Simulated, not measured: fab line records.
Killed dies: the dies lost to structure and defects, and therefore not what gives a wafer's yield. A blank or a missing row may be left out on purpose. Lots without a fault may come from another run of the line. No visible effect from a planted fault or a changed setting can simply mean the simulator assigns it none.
Which tool was responsible?	flow n5 finfet	23 lots, 69 wafers sampled, at 6 steps of a route of 1938

WHAT EACH GAUGE READ, for each wafer
No reading from a measuring or inspecting step in the record can be judged against a usual standard deviation.

WHAT TOOL EACH LOT RAN ON (gives the tool, then ch and the chambers of the sampled wafers, and finally the start)
lot	N5_HKMG_FIN_STRIP_92	N5_HKMG_FIN_STRIP_19	N5_HKMG_FIN_STRIP_88	N5_GATE_CUT_ETCH_28	N5_GATE_CUT_CMP_61	N5_MOL_CONTACT_COAG_DESCUM_13
L074	rie diel-04 ch 0,2,3, day 4 01:14	plasma asher-01 ch 0,1, day 4 01:30	plasma asher-01 ch 0,1, day 4 02:29	rie diel-06 ch 1,3, day 4 09:08	cmp-01 ch 2,3, day 4 12:16	rie diel-05 ch 0,3, day 4 13:01
L075	rie diel-04 ch 1,2,3, day 4 13:13	plasma asher-01 ch 0,1, day 4 13:22	plasma asher-01 ch 0,1, day 4 14:32	rie diel-06 ch 2,3, day 4 22:22	cmp-04 ch 0,1,2, day 5 01:50	rie diel-04 ch 0,1,3, day 5 02:46
L076	rie diel-04 ch 0,1, day 4 15:01	plasma asher-02 ch 0,1, day 4 15:10	plasma asher-02 ch 0, day 4 16:09	rie diel-06 ch 0,2,3, day 5 01:02	cmp-01 ch 1,2, day 5 04:08	rie diel-04 ch 1,3, day 5 04:47
L077	rie diel-04 ch 1,2,3, day 4 22:22	plasma asher-02 ch 0,1, day 4 22:31	plasma asher-02 ch 0,1, day 4 23:43	rie diel-03 ch 2,3, day 5 07:12	cmp-04 ch 0,2, day 5 10:20	rie diel-05 ch 2,3, day 5 11:22
L078	rie diel-05 ch 0,2, day 5 05:52	plasma asher-01 ch 0,1, day 5 06:08	plasma asher-02 ch 0,1, day 5 07:06	rie diel-06 ch 2,3, day 5 13:41	cmp-02 ch 1,3, day 5 17:03	rie diel-05 ch 2,3, day 5 19:17
L079	rie diel-04 ch 0,2,3, day 5 13:14	plasma asher-01 ch 0,1, day 5 13:22	plasma asher-02 ch 0,1, day 5 14:20	rie diel-06 ch 0,1,3, day 5 21:44	cmp-02 ch 0,1, day 6 01:08	rie diel-04 ch 0,2, day 6 02:18
L080	rie diel-04 ch 0,1,2, day 5 22:58	plasma asher-02 ch 0,1, day 5 23:07	plasma asher-02 ch 0,1, day 6 00:08	rie diel-03 ch 0,2, day 6 07:19	cmp-04 ch 1,3, day 6 10:30	rie diel-04 ch 0,1,3, day 6 11:24
L081	rie diel-01 ch 0,1,3, day 6 05:20	plasma asher-01 ch 0,1, day 6 05:29	plasma asher-01 ch 0,1, day 6 06:28	rie diel-03 ch 1,2,3, day 6 13:08	cmp-04 ch 0,1,2, day 6 16:24	rie diel-05 ch 1,2,3, day 6 17:04
L082	rie diel-05 ch 1,2, day 6 07:44	plasma asher-02 ch 0,1, day 6 07:56	plasma asher-01 ch 0,1, day 6 08:54	rie diel-06 ch 1,2, day 6 15:55	cmp-01 ch 0,1, day 6 19:02	rie diel-01 ch 0,1,3, day 6 20:06
L083	rie diel-04 ch 1,2, day 6 09:47	plasma asher-01 ch 0, day 6 09:56	plasma asher-01 ch 0,1, day 6 11:02	rie diel-02 ch 0,1, day 6 18:38	cmp-04 ch 2,3, day 6 22:10	rie diel-01 ch 1,2,3, day 6 23:11
L084	rie diel-05 ch 1,2,3, day 6 17:59	plasma asher-01 ch 0,1, day 6 18:08	plasma asher-02 ch 0,1, day 6 19:17	rie diel-02 ch 0,2, day 7 02:10	cmp-01 ch 1,3, day 7 05:16	rie diel-01 ch 0,1, day 7 05:55
L085	rie diel-01 ch 1,3, day 6 23:06	plasma asher-02 ch 0, day 6 23:14	plasma asher-02 ch 0,1, day 7 00:14	rie diel-06 ch 1,3, day 7 06:58	cmp-02 ch 0,2, day 7 10:25	rie diel-01 ch 0,1,2, day 7 11:10
L086	rie diel-05 ch 1,2,3, day 7 05:14	plasma asher-02 ch 0,1, day 7 05:30	plasma asher-01 ch 0,1, day 7 06:28	rie diel-03 ch 0,1,3, day 7 13:07	cmp-02 ch 1,2, day 7 16:20	rie diel-04 ch 0,2, day 7 17:08
L087	rie diel-01 ch 0,2,3, day 7 12:47	plasma asher-02 ch 0,1, day 7 13:03	plasma asher-01 ch 0,1, day 7 14:09	rie diel-06 ch 0,2,3, day 7 20:47	cmp-04 ch 1,2, day 7 23:58	rie diel-05 ch 0,3, day 8 00:58
L088	rie diel-05 ch 0,1,3, day 7 18:02	plasma asher-01 ch 0,1, day 7 18:11	plasma asher-01 ch 0,1, day 7 19:10	rie diel-03 ch 1,3, day 8 02:21	cmp-04 ch 0,1,2, day 8 05:31	rie diel-01 ch 0,1, day 8 06:14
L089	rie diel-04 ch 0,2, day 8 01:47	plasma asher-02 ch 0,1, day 8 01:56	plasma asher-01 ch 0,1, day 8 03:02	rie diel-03 ch 1,2,3, day 8 10:05	cmp-04 ch 1,2,3, day 8 13:35	rie diel-01 ch 0,2,3, day 8 14:12
L090	rie diel-01 ch 2,3, day 8 05:10	plasma asher-01 ch 0,1, day 8 05:19	plasma asher-02 ch 0,1, day 8 06:17	rie diel-03 ch 0,1, day 8 13:56	cmp-01 ch 0,1,3, day 8 18:31	rie diel-04 ch 1,3, day 8 19:27
L091	rie diel-04 ch 1,3, day 8 11:08	plasma asher-02 ch 0,1, day 8 11:17	plasma asher-01 ch 0,1, day 8 12:16	rie diel-02 ch 1,2,3, day 8 22:10	cmp-02 ch 0,1,2, day 9 03:07	rie diel-04 ch 0,2,3, day 9 04:20
L092	rie diel-04 ch 0,1,3, day 8 15:35	plasma asher-02 ch 0,1, day 8 15:52	plasma asher-01 ch 0,1, day 8 16:55	rie diel-03 ch 1,2, day 9 02:48	cmp-01 ch 1,2, day 9 06:21	rie diel-05 ch 0,1, day 9 07:04
L093	rie diel-04 ch 0,1,3, day 9 01:16	plasma asher-01 ch 0,1, day 9 01:25	plasma asher-02 ch 0,1, day 9 02:26	rie diel-06 ch 2,3, day 9 09:08	cmp-02 ch 0,1, day 9 12:14	rie diel-05 ch 0,1,3, day 9 13:25
L094	rie diel-05 ch 0,1,2, day 9 04:49	plasma asher-01 ch 0,1, day 9 04:58	plasma asher-02 ch 0,1, day 9 06:05	rie diel-03 ch 1,2, day 9 13:04	cmp-01 ch 1,2,3, day 9 16:13	rie diel-05 ch 0,3, day 9 17:08
L095	rie diel-05 ch 0,1,2, day 9 11:05	plasma asher-01 ch 0,1, day 9 11:14	plasma asher-02 ch 0,1, day 9 12:15	rie diel-02 ch 1,2,3, day 9 19:04	cmp-04 ch 1,3, day 9 22:12	rie diel-05 ch 1,2,3, day 9 22:57
L096	rie diel-04 ch 0,1,3, day 9 20:04	plasma asher-01 ch 0,1, day 9 20:13	plasma asher-02 ch 0,1, day 9 21:13	rie diel-06 ch 1,2, day 10 03:46	cmp-02 ch 0,2, day 10 06:51	rie diel-04 ch 1,2,3, day 10 07:38
- N5_HKMG_FIN_STRIP_92: strips SOC in N2/H2, time 20 s.
- N5_HKMG_FIN_STRIP_19: strips in N2/H2, time 360 s.
- N5_HKMG_FIN_STRIP_88: strips in N2/H2, time 360 s.
- N5_GATE_CUT_ETCH_28: etches underlayer in N2/H2, target depth 13 nm, time 10.4 s.
- N5_GATE_CUT_CMP_61: polishes, stops on SiNx, t overpolish 3 s.
- N5_MOL_CONTACT_COAG_DESCUM_13: chemistry O2, time 7 s.

AS READ BY THE TOOLS THEMSELVES (means over the sampled wafers that have a number; for cases with no such wafer, the mark the record gives instead)
N5_HKMG_FIN_STRIP_92. Usual: drypump motor current A 6.0 A, standard deviation 0.47; oes product au 0.77 a.u., standard deviation 0.071; rf vpp V 54.3 V, standard deviation 0.8; showerhead plenum p Torr 3.37 Torr, standard deviation 0.11; throttle valve pct 18.9 %, standard deviation 0.36.
lot	tool	drypump motor current A (A)	oes product au (a.u.)	rf vpp V (V)	showerhead plenum p Torr (Torr)	throttle valve pct (%)	flag
L074	rie diel-04	6.0	0.73	54.2	3.39	18.7	
L075	rie diel-04	5.7	0.76	54.3	3.45	18.9	
L076	rie diel-04	6.0	0.79	54.0	3.33	19.2	
L077	rie diel-04	5.8	0.75	53.8	3.44	18.9	
L078	rie diel-05	5.9	0.83	54.3	3.31	18.4	
L079	rie diel-04	6.0	0.72	53.8	3.38	18.7	
L080	rie diel-04	6.0	0.74	54.4	3.35	19.0	
L081	rie diel-01	5.7	0.84	53.6	3.34	19.3	
L082	rie diel-05	6.5	0.75	54.4	3.40	18.7	
L083	rie diel-04	5.7	0.76	54.4	3.40	19.2	
L084	rie diel-05	6.2	0.76	54.1	3.45	18.7	
L085	rie diel-01	5.6	0.78	54.8	3.26	19.2	
L086	rie diel-05	6.2	0.75	54.5	3.44	18.7	
L087	rie diel-01	5.7	0.78	54.6	3.31	19.0	
L088	rie diel-05	5.8	0.76	53.9	3.40	18.6	
L089	rie diel-04	6.0	0.68	54.4	3.36	18.8	
L090	rie diel-01	6.1	0.71	53.7	3.28	18.9	
L091	rie diel-04	5.7	0.75	54.1	3.44	18.9	
L092	rie diel-04	6.0	0.74	54.1	3.34	19.0	
L093	rie diel-04	6.0	0.73	54.2	3.33	19.0	
L094	rie diel-05	6.2	0.85	54.2	3.35	18.5	
L095	rie diel-05	6.2	0.84	53.6	3.35	18.5	
L096	rie diel-04	6.0	0.72	53.7	3.33	19.0	

N5_HKMG_FIN_STRIP_19. Usual: drypump motor current A 6.1 A, standard deviation 0.3; heater power w 438 W, standard deviation 24.
lot	tool	drypump motor current A (A)	heater power w (W)	flag
L074	plasma asher-01	5.8	422	
L075	plasma asher-01	5.8	418	
L076	plasma asher-02	6.5	463	
L077	plasma asher-02	6.5	460	
L078	plasma asher-01	5.8	425	
L079	plasma asher-01	5.8	427	
L080	plasma asher-02	6.4	452	
L081	plasma asher-01	5.8	422	
L082	plasma asher-02	6.4	459	
L083	plasma asher-01	5.7	438	
L084	plasma asher-01	5.8	413	
L085	plasma asher-02	6.4	465	
L086	plasma asher-02	6.5	455	
L087	plasma asher-02	6.4	460	
L088	plasma asher-01	5.8	428	
L089	plasma asher-02	6.4	454	
L090	plasma asher-01	5.8	425	
L091	plasma asher-02	6.4	454	
L092	plasma asher-02	6.5	451	
L093	plasma asher-01	5.8	413	
L094	plasma asher-01	5.9	412	
L095	plasma asher-01	5.8	416	
L096	plasma asher-01	5.8	429	

N5_HKMG_FIN_STRIP_88. Usual: drypump motor current A 6.2 A, standard deviation 0.3; heater power w 440 W, standard deviation 23.
lot	tool	drypump motor current A (A)	heater power w (W)	flag
L074	plasma asher-01	5.8	430	
L075	plasma asher-01	5.8	428	
L076	plasma asher-02	6.4	463	
L077	plasma asher-02	6.4	460	
L078	plasma asher-02	6.4	464	
L079	plasma asher-02	6.4	457	
L080	plasma asher-02	6.4	462	
L081	plasma asher-01	5.8	417	
L082	plasma asher-01	5.8	423	
L083	plasma asher-01	5.9	414	
L084	plasma asher-02	6.4	446	
L085	plasma asher-02	6.5	457	
L086	plasma asher-01	5.8	429	
L087	plasma asher-01	5.8	426	
L088	plasma asher-01	5.8	420	
L089	plasma asher-01	5.8	428	
L090	plasma asher-02	6.4	456	
L091	plasma asher-01	5.8	422	
L092	plasma asher-01	5.9	414	
L093	plasma asher-02	6.4	458	
L094	plasma asher-02	6.5	453	
L095	plasma asher-02	6.4	460	
L096	plasma asher-02	6.5	450	

N5_GATE_CUT_ETCH_28. Usual: for bias w, 150.0 W with a standard deviation of 0.44; for drypump motor current A, 5.8 A with a standard deviation of 0.42; for etch rf on time s, 10.44 s with a standard deviation of 0.18; for oes product au, 0.69 a.u. with a standard deviation of 0.081; for rf vpp V, 524.9 V with a standard deviation of 2.7; for showerhead plenum p Torr, 2.58 Torr with a standard deviation of 0.089; for throttle valve pct, 17.84 % with a standard deviation of 0.27.
lot	tool	bias w (W)	drypump motor current A (A)	etch rf on time s (s)	oes product au (a.u.)	rf vpp V (V)	showerhead plenum p Torr (Torr)	throttle valve pct (%)	flag
L074	rie diel-06	150.3	6.1	10.42	0.63	527.0	2.63	17.76	
L075	rie diel-06	149.4	5.5	10.41	0.78	527.2	2.62	17.69	
L076	rie diel-06	150.2	5.7	10.49	0.70	526.0	2.60	17.78	
L077	rie diel-03	149.6	5.3	10.62	0.61	522.2	2.50	18.11	
L078	rie diel-06	149.8	5.4	10.38	0.77	526.8	2.62	17.70	
L079	rie diel-06	150.2	6.0	10.35	0.72	525.1	2.60	17.70	
L080	rie diel-03	149.7	5.8	10.48	0.72	521.2	2.47	17.95	
L081	rie diel-03	149.7	5.5	10.52	0.63	523.0	2.54	18.14	
L082	rie diel-06	150.2	5.8	10.18	0.81	525.0	2.59	17.54	
L083	rie diel-02	150.4	6.1	10.31	0.68	526.8	2.67	17.48	
L084	rie diel-02	150.3	6.1	10.45	0.69	525.1	2.60	17.73	
L085	rie diel-06	150.3	5.9	10.27	0.75	527.0	2.65	17.60	
L086	rie diel-03	150.2	6.0	10.52	0.67	524.2	2.55	18.04	
L087	rie diel-06	149.8	5.6	10.49	0.68	525.6	2.59	17.83	
L088	rie diel-03	150.2	5.8	10.57	0.61	525.6	2.60	18.21	
L089	rie diel-03	150.2	5.5	10.58	0.62	523.5	2.53	18.17	
L090	rie diel-03	150.0	6.2	10.62	0.68	525.3	2.60	18.07	
L091	rie diel-02	149.9	6.0	10.32	0.69	526.0	2.59	17.80	
L092	rie diel-03	149.9	5.7	10.66	0.62	524.4	2.58	18.19	
L093	rie diel-06	149.7	5.6	10.44	0.72	527.0	2.65	17.71	
L094	rie diel-03	149.9	5.5	10.67	0.63	522.7	2.52	18.15	
L095	rie diel-02	150.1	6.0	10.37	0.69	525.2	2.59	17.81	
L096	rie diel-06	149.7	5.5	10.39	0.75	525.5	2.58	17.67	

N5_GATE_CUT_CMP_61. Usual: motor current A 12.3 A, standard deviation 1.5; pad life wafers 1066, standard deviation 550.
lot	tool	motor current A (A)	pad life wafers	flag
L074	cmp-01	12.2	950	
L075	cmp-04	11.3	422	
L076	cmp-01	14.3	1094	
L077	cmp-04	11.1	470	
L078	cmp-02	12.2	1940	
L079	cmp-02	12.3	2012	
L080	cmp-04	12.0	661	
L081	cmp-04	11.4	716	
L082	cmp-01	14.0	1406	
L083	cmp-04	13.1	770	
L084	cmp-01	12.9	1495	
L085	cmp-02	12.5	206	
L086	cmp-02	11.5	264	
L087	cmp-04	12.2	930	
L088	cmp-04	11.8	980	
L089	cmp-04	12.3	1052	
L090	cmp-01	13.7	1754	
L091	cmp-02	11.7	547	
L092	cmp-01	14.9	1854	
L093	cmp-02	12.6	626	
L094	cmp-01	13.0	1940	
L095	cmp-04	12.3	1298	
L096	cmp-02	11.9	763	

N5_MOL_CONTACT_COAG_DESCUM_13. Usual: drypump motor current A 5.9 A, standard deviation 0.49; oes product au 0.78 a.u., standard deviation 0.078; rf vpp V 243.2 V, standard deviation 1.3; showerhead plenum p Torr 2.10 Torr, standard deviation 0.068; throttle valve pct 20.39 %, standard deviation 0.22.
lot	tool	drypump motor current A (A)	oes product au (a.u.)	rf vpp V (V)	showerhead plenum p Torr (Torr)	throttle valve pct (%)	flag
L074	rie diel-05	5.6	0.84	243.8	2.15	20.38	
L075	rie diel-04	6.0	0.76	242.6	2.09	20.30	
L076	rie diel-04	5.7	0.79	244.1	2.13	20.44	
L077	rie diel-05	6.3	0.80	243.6	2.14	20.41	
L078	rie diel-05	5.9	0.80	244.1	2.17	20.47	
L079	rie diel-04	6.0	0.70	243.0	2.10	20.19	
L080	rie diel-04	6.0	0.75	241.9	2.09	20.33	
L081	rie diel-05	6.1	0.76	244.1	2.16	20.47	
L082	rie diel-01	5.7	0.83	242.2	2.09	20.63	
L083	rie diel-01	6.1	0.77	242.7	2.07	20.57	
L084	rie diel-01	6.3	0.88	244.4	2.13	20.74	
L085	rie diel-01	6.2	0.82	243.1	2.12	20.65	
L086	rie diel-04	6.3	0.70	242.6	2.04	20.23	
L087	rie diel-05	5.6	0.82	242.9	2.08	20.32	
L088	rie diel-01	6.2	0.87	243.7	2.13	20.76	
L089	rie diel-01	5.7	0.77	242.8	2.06	20.54	
L090	rie diel-04	5.7	0.74	244.3	2.14	20.33	
L091	rie diel-04	6.0	0.79	242.9	2.09	20.11	
L092	rie diel-05	6.1	0.92	243.4	2.11	20.14	
L093	rie diel-05	5.8	0.86	244.0	2.12	20.32	
L094	rie diel-05	5.6	0.80	242.7	2.08	20.34	
L095	rie diel-05	6.1	0.82	244.0	2.14	20.38	
L096	rie diel-04	5.7	0.79	243.9	2.13	20.27	

THE ANSWER, worked out from the rows above alone
Rule: lot off if the mean of its wafers having a number is beyond 3 standard deviations from the usual mean. A lot without any number at a reading at which 4 lots or more have one is off too. Any other lot the step has rows for is counted as sound. First the gauges in route order, then the tools' own readings, where a lot's mean is used as printed above. At the first step where some lot is off, the reading lying furthest off is the one used; lots without a number count as furthest.
None of the lots is off at any reading shown; this tells nothing.

WHAT THE SIMULATOR HAD INSERTED
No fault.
